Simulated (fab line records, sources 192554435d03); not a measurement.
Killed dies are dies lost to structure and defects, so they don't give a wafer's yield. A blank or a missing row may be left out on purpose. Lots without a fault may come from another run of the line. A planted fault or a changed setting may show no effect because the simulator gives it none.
fab line records | flow n5_finfet | part 1 of 2: steps 1 to 4 of 6
record lots=24 wafers=72 last_day=17
route steps=1938 shown FIN_SAQP@98
lots that met no fault: from a run of the same line without faults
start_h: hours from the record's first day to the start of the lot's first wafer shown | wait_h: hours since the lot's step before | " the same as in the row above | L1.1+2: a row that stands for several wafers | - no value, or no start given | * or withheld: withheld | < > ~ a bound
route shown NAME@n: a module of which the file shows steps, and the number in the route of the first | usual: mean/standard deviation of fault-free wafers | same: alike in all rows | chamber/n: place in a boat | sites: the reading at each site | _std_site: their standard deviation | _edge_site: outer sites' mean less inner sites' | radius_mm: how far each site lies from the wafer's centre | mask NAME#n: copy n | behind: the tool/chamber that last shaped the wafer | hold: why the lot was held/for how many hours/how that ended | device: the transistor (n, p or np) that didn't switch | end of line: the same wafers' tests at the end of the route | a step without rows: its recipe alone | killed: dies lost to structure and defects at the first sort, not the wafer's yield | map: a wafer's dies, x killed, . not, _ none there
set.NAME: the setting as run; set.NAME@STEP: as run at that earlier step | model.NAME: the simulator's own value behind a step, which no gauge read
steps of the route over a sample of lots; a table a step, a row a wafer
services: from which hour (start_h, from the record's first day; less than 0 if before it) a tool's chamber was out of use, for how many hours, and why
## steps
# step N5_FIN_SAQP_PECVD_47
# recipe material=a-Si target_thk_a=450 temp_c=400 precursor=SiH4/He pressure_torr=3 rf_w=100 time_s=36.3
# usual heater_power_w=837/70 showerhead_plenum_p_Torr=5.66/0.045 throttle_valve_pct=18.0/0.71
# columns lot.wafer tool chamber start_h wait_h heater_power_w showerhead_plenum_p_Torr throttle_valve_pct
L074.1 pecvd-01 0 21.09 0.0 786 5.73 16.9
L074.3 " 2 " " 801 5.69 18.7
L074.5 " 2 " " 783 5.71 18.3
L075.2 pecvd-01 2 27.41 0.0 837 5.69 18.3
L075.4 " 0 " " 828 5.72 17.0
L075.6 " 1 " " 742 5.58 18.2
L076.2 pecvd-02 1 33.34 0.0 895 5.71 18.4
L076.4 " 1 " " 888 5.72 18.2
L076.6 " 0 " " 747 5.66 19.5
L077.1 pecvd-03 0 38.82 0.0 878 5.63 18.1
L077.2 " 1 " " 853 5.64 17.5
L077.6 " 2 " " 1026 5.64 17.2
L078.1 pecvd-03 1 45.16 0.0 815 5.62 17.8
L078.4 " 0 " " 906 5.63 18.3
L078.6 " 2 " " 932 5.63 17.2
L079.1 pecvd-02 0 51.10 0.0 789 5.67 19.8
L079.2 " 2 " " 822 5.66 17.4
L079.3 " 1 " " 818 5.73 18.3
L080.1 pecvd-01 0 56.69 0.0 700 5.73 17.1
L080.5 " 2 " " 831 5.69 18.3
L080.6 " 1 " " 761 5.59 18.3
L081.1 pecvd-03 0 64.35 0.0 807 5.62 18.2
L081.5 " 2 " " 978 5.63 17.6
L081.6 " 0 " " 806 5.64 18.0
L082.1 pecvd-03 0 68.70 0.0 793 5.62 18.1
L082.3 " 2 " " 988 5.62 17.6
L082.5 " 2 " " 991 5.63 17.3
L083.1 pecvd-02 2 74.84 0.0 827 5.68 17.5
L083.2 " 0 " " 791 5.67 19.8
L083.5 " 1 " " 829 5.72 18.1
L084.1 pecvd-03 2 80.94 0.0 933 5.64 17.4
L084.3 " 1 " " 778 5.63 17.5
L084.4 " 1 " " 818 5.62 17.8
L085.1 pecvd-02 0 90.01 0.0 808 5.66 19.7
L085.2 " 2 " " 820 5.69 17.7
L085.6 " 1 " " 872 5.71 18.4
L086.1 pecvd-01 1 93.53 0.0 772 5.58 18.3
L086.3 " 0 " " 702 5.74 17.0
L086.5 " 2 " " 841 5.72 18.2
L087.1 pecvd-03 1 100.89 0.0 768 5.63 17.7
L087.2 " 0 " " 913 5.62 18.1
L087.3 " 2 " " 997 5.65 17.6
L088.3 pecvd-03 1 105.41 0.0 865 5.63 17.7
L088.5 " 1 " " 879 5.63 17.5
L088.6 " 0 " " 794 5.62 18.2
L089.1 pecvd-02 1 110.97 0.0 898 5.71 18.3
L089.2 " 0 " " 717 5.66 19.8
L089.5 " 1 " " 867 5.72 18.4
L090.2 pecvd-01 2 117.13 0.0 880 5.68 18.3
L090.4 " 1 " " 858 5.59 18.2
L090.6 " 0 " " 766 5.73 17.0
L091.1 pecvd-02 2 123.34 0.0 800 5.67 17.6
L091.2 " 1 " " 861 5.71 18.3
L091.6 " 0 " " 814 5.67 19.9
L092.1 pecvd-01 0 129.55 0.0 831 5.72 16.8
L092.2 " 1 " " 826 5.59 18.1
L092.3 " 2 " " 731 5.70 18.4
L093.1 pecvd-02 0 135.64 0.0 819 5.67 19.4
L093.2 " 2 " " 847 5.67 17.4
L093.3 " 1 " " 902 5.71 18.4
L094.2 pecvd-03 2 142.32 0.0 1000 5.63 17.9
L094.3 " 0 " " 886 5.62 17.8
L094.5 " 0 " " 869 5.63 18.0
L095.1 pecvd-01 2 147.93 0.0 816 5.70 18.6
L095.3 " 1 " " 739 5.57 18.1
L095.6 " 2 " " 838 5.70 18.4
L096.2 pecvd-01 0 154.37 0.0 816 5.74 17.1
L096.3 " 2 " " 818 5.69 18.3
L096.6 " 2 " " 815 5.72 18.6
L097.1 pecvd-03 2 159.26 0.0 1011 5.64 17.4
L097.3 " 0 " " 835 5.61 17.9
L097.6 " 2 " " 1008 5.64 17.8
# step N5_FIN_SAQP_CD_MEAS_16
# recipe target_cd_nm=35.6 landing_energy_ev=500 detector=se_inlens
# usual cd_nm=35.6/0.37
# columns lot.wafer tool chamber start_h wait_h cd_nm
L074.1 cd_sem-03 0 21.62 - 34.7
L074.3 " 0 " " 35.1
L074.5 " 0 " " 34.8
L075.2 cd_sem-02 0 28.07 - 35.8
L075.4 " 0 " " 35.7
L075.6 " 0 " " 35.4
L076.2 cd_sem-03 0 34.00 - 35.4
L076.4 " 0 " " 35.8
L076.6 " 0 " " 36.4
L077.1 cd_sem-03 0 39.48 - 35.5
L077.2 " 0 " " 35.6
L077.6 " 0 " " 35.2
L078.1 cd_sem-03 0 46.45 - 35.5
L078.4 " 0 " " 35.0
L078.6 " 0 " " 35.0
L079.1 cd_sem-02 0 51.75 - 35.9
L079.2 " 0 " " 35.6
L079.3 " 0 " " 35.4
L080.1 cd_sem-03 0 57.36 - 35.3
L080.5 " 0 " " 35.6
L080.6 " 0 " " 35.6
L081.1 cd_sem-01 0 64.87 - 35.4
L081.5 " 0 " " 35.2
L081.6 " 0 " " 35.1
L082.1 cd_sem-02 0 69.36 - 35.4
L082.3 " 0 " " 35.5
L082.5 " 0 " " 35.5
L083.1 cd_sem-03 0 75.37 - 35.9
L083.2 " 0 " " 35.5
L083.5 " 0 " " 35.6
L084.1 cd_sem-03 0 81.60 - 36.1
L084.3 " 0 " " 35.3
L084.4 " 0 " " 35.1
L085.1 cd_sem-02 0 90.54 - 35.2
L085.2 " 0 " " 36.8
L085.6 " 0 " " 35.7
L086.1 cd_sem-01 0 94.20 - 35.7
L086.3 " 0 " " 36.2
L086.5 " 0 " " 35.6
L087.1 cd_sem-01 0 101.55 - 35.3
L087.2 " 0 " " 35.4
L087.3 " 0 " " 35.5
L088.3 cd_sem-01 0 106.07 - 36.0
L088.5 " 0 " " 35.9
L088.6 " 0 " " 35.1
L089.1 cd_sem-02 0 111.50 - 35.5
L089.2 " 0 " " 35.8
L089.5 " 0 " " 35.2
L090.2 cd_sem-02 0 117.79 - 35.6
L090.4 " 0 " " 35.5
L090.6 " 0 " " 35.7
L091.1 cd_sem-03 0 123.87 - 35.1
L091.2 " 0 " " 35.7
L091.6 " 0 " " 35.6
L092.1 cd_sem-02 0 130.20 - 36.1
L092.2 " 0 " " 36.0
L092.3 " 0 " " 35.5
L093.1 cd_sem-01 0 136.29 - 35.7
L093.2 " 0 " " 35.5
L093.3 " 0 " " 35.4
L094.2 cd_sem-03 0 142.98 - 36.0
L094.3 " 0 " " 35.4
L094.5 " 0 " " 35.6
L095.1 cd_sem-02 0 148.58 - 35.5
L095.3 " 0 " " 35.6
L095.6 " 0 " " 36.2
L096.2 cd_sem-02 0 155.12 - 35.1
L096.3 " 0 " " 35.4
L096.6 " 0 " " 36.0
L097.1 cd_sem-01 0 159.79 - 35.5
L097.3 " 0 " " 35.5
L097.6 " 0 " " 36.3
# step N5_FIN_SAQP_HM_OPEN_73
# recipe chemistry=CHF3/O2 target=SiO2 stop_on=a-Si target_depth_a=120 over_etch_frac=1.8 mask_material=SOC time_s=16.8 pressure_mtorr=30 source_w=650 bias_w=170 Ar_flow_sccm=200 CHF3_flow_sccm=50 O2_flow_sccm=5 ion_energy_ev=200 ends=end_point
# usual drypump_motor_current_A=5.7/0.44 oes_product_au=0.452/0.029 rf_vpp_V=529/25 showerhead_plenum_p_Torr=2.45/0.072 throttle_valve_pct=18.81/0.23
# columns lot.wafer tool chamber start_h wait_h drypump_motor_current_A oes_product_au rf_hours_counter_h rf_vpp_V showerhead_plenum_p_Torr throttle_valve_pct
L074.1 rie_diel-04 2 21.92 0.0 4.8 0.431 177 539 2.49 19.11
L074.3 " 3 " " 5.4 0.441 206 523 2.40 18.95
L074.5 " 1 " " 5.1 0.442 - 510 2.49 19.07
L075.2 rie_diel-04 2 28.67 0.0 4.8 0.434 181 540 2.49 19.12
L075.4 " 0 " " 5.9 0.420 229 507 2.38 18.86
L075.6 " 2 " " 4.8 0.428 - 539 2.49 19.11
L076.2 rie_diel-06 1 34.39 0.0 6.2 0.445 175 543 2.41 18.77
L076.4 " 0 " " 5.7 0.490 79 565 2.45 18.60
L076.6 " 1 " " 6.1 0.447 - 543 2.41 18.77
L077.1 rie_diel-06 1 40.01 0.0 6.1 0.435 176 543 2.41 18.78
L077.2 " 0 " " 5.7 0.489 81 564 2.45 18.61
L077.6 " 1 " " 6.1 0.437 - 545 2.41 18.78
L078.1 rie_diel-04 2 46.75 0.0 4.8 0.437 186 540 2.49 19.12
L078.4 " 1 " " 5.1 0.447 177 509 2.49 19.06
L078.6 " 2 " " 4.8 0.436 - 539 2.49 19.12
L079.1 rie_diel-06 1 52.05 0.0 6.1 0.436 180 544 2.41 18.79
L079.2 " 0 " " 5.7 0.496 84 564 2.45 18.60
L079.3 " 3 " " 5.8 0.456 143 548 2.42 18.98
L080.1 rie_diel-05 1 57.97 0.0 5.2 0.440 205 537 2.49 19.07
L080.5 " 1 " " 5.2 0.440 - 540 2.49 19.06
L080.6 " 0 " " 6.1 0.470 - 538 2.49 18.52
L081.1 rie_diel-06 2 65.33 0.0 6.1 0.459 136 525 2.52 18.36
L081.5 " 1 " " 6.1 0.432 - 545 2.40 18.79
L081.6 " 0 " " 5.7 0.490 - 564 2.44 18.60
L082.1 rie_diel-05 2 69.67 0.0 6.3 0.504 57 487 2.56 18.72
L082.3 " 1 " " 5.2 0.436 209 539 2.49 19.05
L082.5 " 3 " " 5.6 0.412 - 481 2.26 18.81
L083.1 rie_diel-05 1 75.67 0.0 5.2 0.434 211 538 2.49 19.06
L083.2 " 0 " " 6.1 0.458 155 538 2.49 18.52
L083.5 " 0 " " 6.0 0.463 - 537 2.49 18.50
L084.1 rie_diel-05 1 81.89 0.0 5.2 0.439 214 539 2.49 19.05
L084.3 " 2 " " 6.3 0.503 62 486 2.56 18.77
L084.4 " 0 " " 6.1 0.463 158 537 2.49 18.52
L085.1 rie_diel-06 3 90.84 0.0 5.8 0.461 156 550 2.42 18.97
L085.2 " 0 " " 5.7 0.476 96 564 2.44 18.63
L085.6 " 3 " " 5.8 0.457 - 549 2.42 18.98
L086.1 rie_diel-06 3 95.00 0.0 5.8 0.449 158 548 2.42 18.97
L086.3 " 0 " " 5.7 0.473 98 564 2.44 18.63
L086.5 " 3 " " 5.8 0.446 - 548 2.42 18.97
L087.1 rie_diel-06 0 102.46 0.0 5.7 0.475 102 564 2.44 18.61
L087.2 " 3 " " 5.8 0.450 162 549 2.41 19.00
L087.3 " 1 " " 6.1 0.438 197 545 2.40 18.80
L088.3 rie_diel-05 1 106.43 0.0 5.2 0.428 223 540 2.48 19.08
L088.5 " 0 " " 6.1 0.453 - 536 2.49 18.53
L088.6 " 1 " " 5.2 0.438 - 539 2.48 19.09
L089.1 rie_diel-05 0 111.80 0.0 6.1 0.461 169 536 2.49 18.55
L089.2 " 2 " " 6.3 0.501 75 485 2.55 18.78
L089.5 " 0 " " 6.0 0.449 - 535 2.49 18.54
L090.2 rie_diel-04 3 118.09 0.0 5.4 0.410 243 522 2.39 19.01
L090.4 " 2 " " 4.8 0.412 - 539 2.48 19.18
L090.6 " 1 " " 5.1 0.432 - 509 2.48 19.14
L091.1 rie_diel-05 0 124.38 0.0 6.1 0.455 173 535 2.48 18.57
L091.2 " 2 " " 6.3 0.497 79 485 2.55 18.78
L091.6 " 3 " " 5.6 0.408 - 480 2.25 18.83
L092.1 rie_diel-05 1 130.50 0.0 5.2 0.427 232 537 2.48 19.11
L092.2 " 3 " " 5.6 0.411 250 482 2.25 18.84
L092.3 " 2 " " 6.3 0.500 81 485 2.55 18.78
L093.1 rie_diel-05 2 136.59 0.0 6.3 0.495 84 485 2.55 18.80
L093.2 " 0 " " 6.1 0.452 179 534 2.48 18.57
L093.3 " 1 " " 5.2 0.431 235 540 2.48 19.12
L094.2 rie_diel-05 1 143.27 0.0 5.2 0.425 238 538 2.48 19.10
L094.3 " 0 " " 6.1 0.450 181 535 2.48 18.57
L094.5 " 1 " " 5.2 0.424 - 538 2.48 19.11
L095.1 rie_diel-06 3 148.88 0.0 5.8 0.440 180 548 2.41 19.02
L095.3 " 2 " " 6.1 0.458 157 525 2.51 18.40
L095.6 " 1 " " 6.1 0.427 - 545 2.39 18.84
L096.2 rie_diel-05 1 155.41 0.0 5.2 0.425 242 538 2.48 19.11
L096.3 " 0 " " 6.0 0.448 186 536 2.48 18.58
L096.6 " 3 " " 5.6 0.568 - 489 2.54 18.41
L097.1 rie_diel-06 0 160.12 0.0 5.7 0.471 124 563 2.43 18.67
L097.3 " 1 " " 6.1 0.421 220 542 2.39 18.85
L097.6 " 3 " " 5.8 0.438 - 548 2.41 19.03
# step N5_FIN_SAQP_ETCH_57
# recipe chemistry=CH3F/O2 target=SiNx mask_material=SiO2 target_depth_a=325 time_s=46.4 pressure_mtorr=30 source_w=395 bias_w=73 Ar_flow_sccm=150 CH3F_flow_sccm=30 O2_flow_sccm=20 ion_energy_ev=120 ends=cleared
# usual CH3F_flow_sccm=30.00/0.089 drypump_motor_current_A=5.6/0.48 etch_rf_on_time_s=46.6/1.4 oes_product_au=0.64/0.054 rf_vpp_V=298/13 showerhead_plenum_p_Torr=2.03/0.064 throttle_valve_pct=16.41/0.23
# columns lot.wafer tool chamber start_h wait_h CH3F_flow_sccm drypump_motor_current_A etch_rf_on_time_s oes_product_au rf_hours_counter_h rf_vpp_V showerhead_plenum_p_Torr throttle_valve_pct
L074.1 rie_diel-04 1 24.32 0.1 30.01 5.1 46.7 0.63 171 290 2.08 16.64
L074.3 " 3 " " 29.98 5.4 48.4 0.60 208 296 2.00 16.52
L074.5 " 3 " " 29.97 5.4 48.3 0.61 - 298 2.00 16.55
L075.2 rie_diel-05 2 30.56 0.0 30.03 6.4 45.5 0.76 44 276 2.14 16.23
L075.4 " 3 " " 29.97 5.6 49.5 0.60 213 275 1.88 16.35
L075.6 " 1 " " 29.90 5.2 46.8 0.64 - 306 2.07 16.54
L076.2 rie_diel-06 1 36.48 0.0 29.86 6.1 47.0 0.62 175 308 2.01 16.35
L076.4 " 0 " " 29.84 5.7 47.2 0.70 80 319 2.03 16.08
L076.6 " 1 " " 29.96 6.1 47.6 0.61 - 310 2.01 16.35
L077.1 rie_diel-06 0 43.50 0.0 30.08 5.7 45.0 0.70 82 319 2.03 16.11
L077.2 " 3 " " 30.03 5.8 42.6 0.68 140 312 2.02 16.50
L077.6 " 2 " " 29.94 6.0 44.8 0.68 - 298 2.09 15.89
L078.1 rie_diel-06 0 49.09 0.2 30.01 5.7 46.1 0.69 83 320 2.03 16.09
L078.4 " 2 " " 30.00 6.1 45.1 0.68 132 297 2.09 15.90
L078.6 " 0 " " 29.97 5.7 47.8 0.69 - 320 2.03 16.08
L079.1 rie_diel-05 1 54.21 0.3 29.90 5.2 45.8 0.63 204 307 2.07 16.58
L079.2 " 3 " " 30.01 5.6 47.3 0.58 221 275 1.88 16.36
L079.3 " 0 " " 30.04 6.0 44.8 0.67 147 305 2.08 16.10
L080.1 rie_diel-05 3 59.90 0.1 30.12 5.6 48.2 0.59 224 273 1.88 16.36
L080.5 " 1 " " 29.78 5.1 48.1 0.63 - 305 2.07 16.58
L080.6 " 2 " " 29.89 6.3 46.5 0.75 - 276 2.14 16.26
L081.1 rie_diel-05 1 67.42 0.1 29.97 5.2 45.4 0.63 208 306 2.07 16.56
L081.5 " 3 " " 30.01 5.6 48.7 0.58 - 276 1.87 16.37
L081.6 " 2 " " 30.08 6.3 46.5 0.74 - 276 2.13 16.26
L082.1 rie_diel-04 3 71.85 0.1 30.01 5.4 46.6 0.61 227 297 2.00 16.58
L082.3 " 1 " " 29.94 5.1 45.7 0.62 189 290 2.07 16.67
L082.5 " 3 " " 30.17 5.4 48.6 0.60 - 295 1.99 16.56
L083.1 rie_diel-05 3 78.74 0.0 29.97 5.6 48.4 0.58 231 274 1.87 16.39
L083.2 " 0 " " 30.14 6.0 44.7 0.67 156 305 2.08 16.12
L083.5 " 2 " " 29.93 6.3 46.2 0.74 - 277 2.13 16.26
L084.1 rie_diel-05 3 83.94 0.1 29.91 5.6 47.9 0.58 232 275 1.87 16.39
L084.3 " 2 " " 30.08 6.4 46.1 0.73 63 278 2.13 16.27
L084.4 " 1 " " 29.95 5.2 45.9 0.63 214 306 2.07 16.60
L085.1 rie_diel-04 0 92.95 0.0 30.07 5.9 44.5 0.60 245 288 1.97 16.43
L085.2 " 3 " " 30.06 5.3 46.2 0.60 234 296 1.99 16.58
L085.6 " 3 " " 29.97 5.4 46.6 0.60 - 296 1.99 16.58
L086.1 rie_diel-05 1 98.12 0.0 30.03 5.2 45.3 0.63 220 306 2.06 16.60
L086.3 " 2 " " 30.01 6.3 45.3 0.72 68 277 2.13 16.30
L086.5 " 2 " " 30.16 6.3 46.0 0.72 - 277 2.13 16.28
L087.1 rie_diel-06 3 104.48 0.0 29.99 5.8 44.1 0.67 163 312 2.01 16.55
L087.2 " 0 " " 29.93 5.7 46.3 0.68 103 318 2.02 16.12
L087.3 " 1 " " 30.07 6.1 48.1 0.60 198 308 2.00 16.42
L088.3 rie_diel-06 0 108.34 0.1 29.83 5.7 46.7 0.68 105 317 2.02 16.13
L088.5 " 0 " " 29.83 5.7 47.6 0.67 - 318 2.02 16.14
L088.6 " 3 " " 30.17 5.7 44.5 0.67 - 311 2.01 16.55
L089.1 rie_diel-04 3 114.89 0.0 30.05 5.4 46.6 0.59 241 295 1.99 16.60
L089.2 " 2 " " 30.13 4.8 46.1 0.60 212 306 2.06 16.66
L089.5 " 2 " " 30.11 4.8 46.8 0.59 - 306 2.06 16.65
L090.2 rie_diel-04 3 120.11 0.0 30.00 5.4 46.6 0.59 244 296 1.99 16.60
L090.4 " 3 " " 30.02 5.4 47.2 0.59 - 297 1.99 16.61
L090.6 " 2 " " 29.96 4.8 46.4 0.59 - 305 2.06 16.66
L091.1 rie_diel-05 3 126.50 0.0 30.14 5.6 47.3 0.57 249 274 1.87 16.41
L091.2 " 1 " " 29.97 5.2 45.1 0.62 231 306 2.06 16.62
L091.6 " 1 " " 29.90 5.2 46.6 0.62 - 306 2.06 16.61
L092.1 rie_diel-04 2 132.59 0.1 29.97 4.8 46.0 0.59 221 305 2.05 16.69
L092.2 " 3 " " 30.03 5.4 47.1 0.58 249 295 1.99 16.61
L092.3 " 1 " " 29.97 5.1 47.7 0.60 211 289 2.06 16.71
L093.1 rie_diel-06 3 138.64 0.0 29.94 5.8 43.6 0.65 176 312 2.00 16.56
L093.2 " 2 " " 30.08 6.1 45.2 0.65 154 296 2.08 15.94
L093.3 " 1 " " 30.08 6.2 47.8 0.59 212 309 1.99 16.40
L094.2 rie_diel-04 1 145.75 0.1 29.88 5.1 46.9 0.60 217 289 2.06 16.73
L094.3 " 2 " " 29.99 4.8 47.6 0.59 227 306 2.05 16.67
L094.5 " 2 " " 30.03 4.8 47.8 0.59 - 305 2.05 16.68
L095.1 rie_diel-06 0 151.43 0.2 30.01 5.7 45.8 0.66 121 318 2.01 16.16
L095.3 " 3 " " 29.89 5.8 44.2 0.64 181 310 2.00 16.56
L095.6 " 2 " " 30.02 6.1 45.6 0.66 - 298 2.08 15.96
L096.2 rie_diel-04 2 157.51 0.1 29.99 4.8 46.0 0.59 232 305 2.05 16.69
L096.3 " 1 " " 30.00 5.1 47.5 0.59 223 290 2.06 16.76
L096.6 " 0 " " 30.01 5.9 44.6 0.84 - 287 1.97 16.01
L097.1 rie_diel-06 2 162.03 0.0 29.97 6.1 45.5 0.65 163 298 2.08 15.96
L097.3 " 0 " " 30.02 5.7 47.9 0.65 125 318 2.01 16.16
L097.6 " 1 " " 29.95 6.1 49.0 0.59 - 307 1.99 16.43
